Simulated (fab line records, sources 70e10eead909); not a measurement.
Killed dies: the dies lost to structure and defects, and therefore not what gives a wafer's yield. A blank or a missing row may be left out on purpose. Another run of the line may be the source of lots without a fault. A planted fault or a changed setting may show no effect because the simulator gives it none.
fab line records -- flow nand_harc
[record] lots = 12, wafers = 36, last_day = 35
route steps=1302 shown P_GATE@209 P_CONTACT@217
lots untouched by any fault: they come from a run of this same line in which no faults occurred
start_h: the number of hours between the record's first day and the start of the first shown wafer of the lot -- wait_h: how many hours have passed since the lot's step before this one -- " identical to the entry in the row above -- L1.1+2: one row covering several wafers at once -- - no value present, or no start provided -- * or withheld: withheld -- < > ~ a bound
route shown NAME@n: NAME is a module with steps in the file, n the number in the route of the first one -- usual: mean/standard deviation of fault-free wafers -- same: alike in all rows -- chamber/n: place in a boat -- sites: per-site readings -- _std_site: the values' standard deviation -- _edge_site: inner sites' mean taken away from outer sites' mean -- radius_mm: how far each site lies from the wafer's centre -- mask NAME#n: copy n -- behind: the last tool/chamber to shape the wafer -- hold: reason for holding the lot/hours on hold/outcome of the hold -- device: the n, p or np transistor that did not switch -- end of line: at the end of the route, the tests of the same wafers -- a step without rows: its recipe alone -- killed: dies lost to structure and defects at the first sort, not the wafer's yield -- map: the dies of a wafer, with x for killed, . for not killed, _ for no die there
set.NAME: the setting that was run; set.NAME@STEP: the one run at that earlier step -- model.NAME: the simulator's own value behind a step, which no gauge read
a sample of lots followed through the steps of the route, with each step as a table and each wafer as a row
services: the hour from which a tool's chamber was out of use, counted from the record's first day as start_h (under 0 if before that day), plus the number of hours and why
[[steps]]
[step NHARC_P_GATE_DEGAS_109]
[recipe] temp_c = 300, time_s = 60
[usual] heater_power_w = 478/33
lot.wafer,tool,chamber,start_h,wait_h,heater_power_w
L357.3,pvd_sputter-03,-,111.40,0.2,529
L357.2,pvd_sputter-03,-,111.40,0.2,521
L357.5,pvd_sputter-03,-,111.40,0.2,518
L358.4,pvd_sputter-01,-,124.93,0.1,438
L358.1,pvd_sputter-01,-,124.93,0.1,526
L358.3,pvd_sputter-01,-,124.93,0.1,509
L360.1,pvd_sputter-03,-,140.01,0.1,523
L360.5,pvd_sputter-03,-,140.01,0.1,492
L360.6,pvd_sputter-03,-,140.01,0.1,501
L364.1,pvd_sputter-01,-,215.06,0.1,525
L364.3,pvd_sputter-01,-,215.06,0.1,509
L364.6,pvd_sputter-01,-,215.06,0.1,528
L363.2,pvd_sputter-02,-,222.16,0.1,460
L363.4,pvd_sputter-02,-,222.16,0.1,443
L363.5,pvd_sputter-02,-,222.16,0.1,456
L369.3,pvd_sputter-03,-,234.08,0.1,512
L369.1,pvd_sputter-03,-,234.08,0.1,450
L369.4,pvd_sputter-03,-,234.08,0.1,477
L374.1,pvd_sputter-02,-,280.14,0.1,442
L374.5,pvd_sputter-02,-,280.14,0.1,443
L374.6,pvd_sputter-02,-,280.14,0.1,465
L375.1,pvd_sputter-02,-,298.55,0.1,443
L375.5,pvd_sputter-02,-,298.55,0.1,452
L375.6,pvd_sputter-02,-,298.55,0.1,436
L376.2,pvd_sputter-01,-,300.52,0.1,519
L376.1,pvd_sputter-01,-,300.52,0.1,526
L376.5,pvd_sputter-01,-,300.52,0.1,510
L377.1,pvd_sputter-02,-,311.75,0.1,486
L377.2,pvd_sputter-02,-,311.75,0.1,449
L377.3,pvd_sputter-02,-,311.75,0.1,445
L379.3,pvd_sputter-03,-,338.00,0.1,484
L379.5,pvd_sputter-03,-,338.00,0.1,511
L379.6,pvd_sputter-03,-,338.00,0.1,453
L380.3,pvd_sputter-02,-,343.02,0.1,485
L380.2,pvd_sputter-02,-,343.02,0.1,442
L380.6,pvd_sputter-02,-,343.02,0.1,432
[step NHARC_P_CONTACT_DEP_30]
[recipe] target_thk_a = 300, temp_c = 400, target_thk_nm = 30, flow_sccm = 200, rf_w = 450, material = SiNx
[usual] heater_power_w = 722/89
lot.wafer,tool,chamber,start_h,wait_h,heater_power_w
L357.2,pecvd-01,0,112.98,0.1,876
L357.3,pecvd-01,2,112.98,0.1,651
L357.5,pecvd-01,1,112.98,0.1,685
L358.3,pecvd-02,2,125.94,0.1,622
L358.1,pecvd-02,0,125.94,0.1,721
L358.4,pecvd-02,0,125.94,0.1,745
L360.1,pecvd-04,2,141.04,0.1,874
L360.5,pecvd-04,0,141.04,0.1,795
L360.6,pecvd-04,1,141.04,0.1,713
L364.1,pecvd-01,1,216.15,0.1,665
L364.3,pecvd-01,2,216.15,0.1,615
L364.6,pecvd-01,2,216.15,0.1,617
L363.2,pecvd-04,2,223.44,0.1,761
L363.4,pecvd-04,2,223.44,0.1,774
L363.5,pecvd-04,0,223.44,0.1,712
L369.1,pecvd-01,2,235.11,0.1,658
L369.3,pecvd-01,0,235.11,0.1,730
L369.4,pecvd-01,1,235.11,0.1,603
L374.1,pecvd-02,2,281.14,0.1,607
L374.5,pecvd-02,2,281.14,0.1,606
L374.6,pecvd-02,1,281.14,0.1,693
L375.1,pecvd-04,2,299.61,0.1,903
L375.5,pecvd-04,1,299.61,0.1,609
L375.6,pecvd-04,0,299.61,0.1,773
L376.2,pecvd-01,1,301.59,0.1,607
L376.1,pecvd-01,0,301.59,0.1,846
L376.5,pecvd-01,0,301.59,0.1,850
L377.3,pecvd-04,0,312.79,0.1,805
L377.2,pecvd-04,1,312.79,0.1,718
L377.1,pecvd-04,2,312.79,0.1,823
L379.3,pecvd-04,1,339.08,0.1,612
L379.5,pecvd-04,2,339.08,0.1,862
L379.6,pecvd-04,0,339.08,0.1,780
L380.3,pecvd-01,1,344.12,0.1,592
L380.2,pecvd-01,2,344.12,0.1,654
L380.6,pecvd-01,2,344.12,0.1,654
[step NHARC_P_CONTACT_ETCH_36]
[recipe] target_depth_a = 2600, over_etch_frac = 0.25, time_s = 406.25, ion_energy_ev = 200, n2_flow_sccm = 150, h2_flow_sccm = 150, ar_flow_sccm = 0, rf_w = 400, bias_w = 150, chemistry = N2/H2
[usual] chamber_pressure_mTorr = 30.001/0.029, drypump_motor_current_A = 5.61/0.23, oes_product_au = 0.995/0.011, rf_vpp_V = 430.3/2.5, run_length_s = 427.8/0.4, showerhead_plenum_p_Torr = 2.03/0.089, throttle_valve_pct = 14.173/0.0095
lot.wafer,tool,chamber,start_h,wait_h,chamber_pressure_mTorr,drypump_motor_current_A,oes_product_au,rf_hours_counter_h,rf_vpp_V,run_length_s,showerhead_plenum_p_Torr,throttle_valve_pct
L357.2,rie_diel-07,3,-,-,30.000,5.70,0.983,3.9,432.2,427.7,2.09,14.167
L357.3,rie_diel-07,0,-,-,29.953,5.55,0.998,3.1,429.5,427.6,1.95,14.166
L357.5,rie_diel-07,0,-,-,30.018,5.52,0.998,-,427.9,427.7,1.95,14.173
L358.3,rie_diel-13,3,-,-,30.019,5.42,0.984,4.8,429.4,427.7,1.98,14.167
L358.1,rie_diel-13,0,-,-,29.979,5.86,1.016,4.6,428.9,427.0,1.94,14.171
L358.4,rie_diel-13,1,-,-,29.990,5.66,0.987,3.8,433.5,427.0,2.14,14.179
L360.1,rie_diel-07,3,-,-,29.979,5.71,0.985,0.8,432.4,427.8,2.09,14.182
L360.5,rie_diel-07,1,-,-,30.003,5.53,0.998,-,427.3,427.5,1.93,14.176
L360.6,rie_diel-07,2,-,-,29.975,5.24,0.999,-,434.1,428.0,2.19,14.172
L364.3,rie_diel-13,2,-,-,30.021,6.11,1.011,0.7,428.7,427.6,2.00,14.177
L364.1,rie_diel-13,3,-,-,29.992,5.40,0.983,0.6,429.6,427.6,1.98,14.186
L364.6,rie_diel-13,0,-,-,30.011,5.88,1.013,-,427.4,427.3,1.94,14.166
L363.2,rie_diel-13,3,-,-,29.998,5.40,0.975,1.9,428.1,427.7,1.98,14.170
L363.5,rie_diel-13,0,-,-,30.002,5.90,1.015,-,427.7,427.3,1.94,14.163
L363.4,rie_diel-13,2,-,-,29.982,6.11,1.006,-,429.6,427.7,2.00,14.172
L369.4,rie_diel-13,0,-,-,29.959,5.88,1.000,2.5,428.4,426.9,1.94,14.184
L369.1,rie_diel-13,1,-,-,29.999,5.69,1.001,0.6,433.2,427.1,2.14,14.172
L369.3,rie_diel-13,2,-,-,30.016,6.11,1.009,2.6,428.8,427.8,2.00,14.154
L374.1,rie_diel-02,1,-,-,29.993,5.94,0.987,1.9,429.6,427.6,1.95,14.179
L374.5,rie_diel-02,0,-,-,30.021,5.46,0.980,-,434.4,427.5,2.14,14.175
L374.6,rie_diel-02,1,-,-,29.996,5.96,0.980,-,428.4,427.4,1.95,14.190
L375.1,rie_diel-02,0,-,-,30.025,5.51,0.998,5.2,433.0,427.4,2.13,14.163
L375.6,rie_diel-02,3,-,-,29.978,5.75,0.991,-,430.8,428.1,2.04,14.171
L375.5,rie_diel-02,0,-,-,30.015,5.49,0.986,-,434.1,427.3,2.13,14.175
L376.1,rie_diel-07,0,-,-,30.025,5.54,0.993,0.1,427.4,427.5,1.95,14.170
L376.2,rie_diel-07,1,-,-,30.049,5.51,1.015,0.1,426.4,428.3,1.93,14.172
L376.5,rie_diel-07,2,-,-,29.980,5.26,1.014,-,435.6,428.4,2.19,14.175
L377.1,rie_diel-07,0,-,-,29.975,5.54,0.993,0.4,429.1,428.2,1.95,14.185
L377.2,rie_diel-07,1,-,-,29.953,5.49,1.018,0.5,427.6,427.5,1.93,14.178
L377.3,rie_diel-07,3,-,-,30.029,5.68,0.987,0.5,432.5,427.7,2.09,14.179
L379.3,rie_diel-07,0,-,-,29.999,5.52,0.985,1.2,426.9,427.8,1.95,14.160
L379.6,rie_diel-07,1,-,-,29.980,5.50,1.013,-,427.0,427.6,1.93,14.164
L379.5,rie_diel-07,2,-,-,30.026,5.24,1.018,-,434.9,428.1,2.19,14.180
L380.2,rie_diel-07,0,-,-,30.023,5.53,0.983,1.5,427.9,428.1,1.95,14.176
L380.3,rie_diel-07,1,-,-,29.991,5.49,1.009,1.5,428.1,427.6,1.93,14.188
L380.6,rie_diel-07,1,-,-,29.980,5.50,1.016,-,427.3,427.7,1.93,14.169
[step NHARC_P_CONTACT_ETCH_31]
[recipe] target_depth_a = 300, time_s = 85.7, ion_energy_ev = 120, over_etch_frac = 1, ch3f_flow_sccm = 50, o2_flow_sccm = 30, ar_flow_sccm = 200, rf_w = 500, bias_w = 100, chemistry = CH3F/O2
[usual] chamber_pressure_mTorr = 25.001/0.023, drypump_motor_current_A = 5.63/0.23, oes_product_au = 0.975/0.014, rf_vpp_V = 244.0/1.5, run_length_s = 107.2/0.42, showerhead_plenum_p_Torr = 2.44/0.098, throttle_valve_pct = 20.662/0.0094
lot.wafer,tool,chamber,start_h,wait_h,chamber_pressure_mTorr,drypump_motor_current_A,oes_product_au,rf_hours_counter_h,rf_vpp_V,run_length_s,showerhead_plenum_p_Torr,throttle_valve_pct
L357.3,rie_diel-07,0,115.33,-,25.021,5.52,0.985,3.3,241.3,107.1,2.36,20.657
L357.2,rie_diel-07,2,115.33,-,25.028,5.25,0.971,4.2,247.1,107.5,2.63,20.668
L357.5,rie_diel-07,1,115.33,-,25.006,5.51,0.975,-,243.2,107.1,2.34,20.668
L358.1,rie_diel-13,2,128.43,-,25.007,6.13,0.969,5.2,242.9,107.2,2.41,20.669
L358.4,rie_diel-13,3,128.43,-,24.971,5.41,0.946,5.0,243.7,107.4,2.39,20.657
L358.3,rie_diel-13,0,128.43,-,24.983,5.89,0.977,4.9,242.8,106.8,2.34,20.661
L360.1,rie_diel-07,3,143.51,-,24.974,5.69,0.962,0.9,245.1,106.6,2.52,20.650
L360.5,rie_diel-07,3,143.51,-,24.989,5.66,0.952,-,244.4,107.0,2.52,20.658
L360.6,rie_diel-07,0,143.51,-,25.007,5.52,0.981,-,243.3,107.7,2.36,20.645
L364.1,rie_diel-13,2,218.72,-,25.008,6.14,0.987,1.0,243.6,107.2,2.41,20.665
L364.3,rie_diel-13,3,218.72,-,25.008,5.40,0.969,1.0,244.6,107.1,2.39,20.667
L364.6,rie_diel-13,3,218.72,-,24.982,5.39,0.968,-,242.8,107.3,2.39,20.663
L363.2,rie_diel-13,3,226.03,-,24.994,5.42,0.967,2.2,243.5,73.0,2.39,20.642
L363.5,rie_diel-13,2,226.03,-,25.014,6.10,0.973,-,244.7,72.6,2.41,20.668
L363.4,rie_diel-13,3,226.03,-,24.956,5.40,0.967,-,242.8,73.0,2.39,20.653
L369.4,rie_diel-13,3,237.58,-,25.007,5.45,0.976,2.8,243.3,72.8,2.39,20.655
L369.3,rie_diel-13,0,237.58,-,25.014,5.90,1.008,2.8,241.8,106.5,2.34,20.660
L369.1,rie_diel-13,1,237.58,-,25.040,5.68,0.974,0.9,244.5,106.3,2.57,20.666
L374.1,rie_diel-02,0,283.63,-,24.989,5.54,0.979,4.2,245.3,106.9,2.57,20.648
L374.6,rie_diel-02,2,283.63,-,24.982,5.69,0.968,-,244.9,107.8,2.42,20.659
L374.5,rie_diel-02,3,283.63,-,25.012,5.79,0.968,-,241.8,107.4,2.46,20.655
L375.1,rie_diel-02,0,301.94,-,24.967,5.54,0.970,5.5,246.2,106.7,2.57,20.657
L375.6,rie_diel-02,1,301.94,-,25.001,5.93,0.966,-,242.0,107.0,2.36,20.679
L375.5,rie_diel-02,2,301.94,-,24.995,5.68,0.971,-,243.1,107.6,2.42,20.655
L376.2,rie_diel-07,2,304.05,-,24.995,5.25,1.008,0.4,248.2,108.0,2.63,20.676
L376.1,rie_diel-07,1,304.05,-,25.017,5.48,1.002,0.3,243.2,107.5,2.34,20.645
L376.5,rie_diel-07,2,304.05,-,25.005,5.24,0.996,-,247.6,107.9,2.63,20.655
L377.1,rie_diel-07,1,315.15,-,25.013,5.49,0.987,0.7,242.9,107.6,2.34,20.646
L377.3,rie_diel-07,2,315.15,-,24.983,5.26,1.007,0.7,246.2,107.7,2.63,20.660
L377.2,rie_diel-07,3,315.15,-,25.009,5.66,0.965,0.7,244.5,106.7,2.51,20.659
L379.3,rie_diel-07,2,341.49,-,24.989,5.24,0.981,1.3,247.1,108.0,2.63,20.669
L379.6,rie_diel-07,0,341.49,-,24.993,5.52,0.983,-,242.6,107.1,2.36,20.666
L379.5,rie_diel-07,1,341.49,-,24.989,5.48,0.986,-,243.2,106.9,2.34,20.664
L380.3,rie_diel-07,2,346.59,-,25.009,5.24,1.002,1.5,245.3,108.1,2.63,20.648
L380.2,rie_diel-07,0,346.59,-,24.957,5.54,0.961,1.8,242.4,107.3,2.36,20.655
L380.6,rie_diel-07,2,346.59,-,24.972,5.23,1.008,-,246.1,107.5,2.63,20.651
[[services]]
tool,chamber,start_h,hours,kind
pecvd-04,-,88.62,13.0,pm
pvd_sputter-02,-,89.87,2.1,repair
pvd_sputter-02,-,104.02,10.0,pm
rie_diel-13,3,109.21,9.9,repair
pecvd-01,0,114.96,6.1,repair
rie_diel-07,-,117.20,9.0,pm
pvd_sputter-03,-,124.56,1.7,repair
pecvd-01,-,130.33,13.0,pm
rie_diel-02,3,132.18,4.7,repair
rie_diel-13,0,150.60,4.4,repair
rie_diel-13,3,164.43,1.8,repair
rie_diel-07,1,164.52,11.1,repair
rie_diel-13,-,165.00,9.0,pm
pvd_sputter-02,-,181.72,0.8,repair
rie_diel-07,0,198.93,1.2,repair
rie_diel-13,1,214.47,15.6,repair
pecvd-04,-,269.94,13.0,pm
rie_diel-07,1,280.75,7.2,repair
pvd_sputter-02,-,282.02,10.0,pm
rie_diel-13,1,284.42,9.8,repair
rie_diel-07,-,294.20,9.0,pm
pecvd-01,-,311.33,13.0,pm
rie_diel-13,0,313.48,3.5,repair
rie_diel-13,-,342.00,9.0,pm
[[key]]
[first_sign] step = NHARC_P_CONTACT_ETCH_31, reading = run_length_s, direction = down, sigmas = 83, usual = *, struck = *
effect none on later readings
met_at NHARC_P_CONTACT_ETCH_31
struck_lots L363,L369
struck_wafers L363.2,L363.4,L363.5,L369.4
tester_left_out L363,L369
not_acting_at NHARC_P_GATE_DEGAS_109,NHARC_P_CONTACT_DEP_30,NHARC_P_CONTACT_ETCH_36
onset_between 218.72 226.03
[fault] kind = process_parameter_drift, tool = rie_diel-13, chamber = -, onset_h = 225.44, steps = NHARC_P_CONTACT_ETCH_31, channel = time_s, offset = *, shape = step, end_h = 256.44, scope = struck_wafers_only, acts_in = *, stated = *
// tester_left_out: of these lots the tester's yield and bins aren't shown, on N5 and GAA mostly nor the transistor test; their killed dies are dies lost to structure and defects alone, not to doping, threshold or leakage, so they don't give the yield
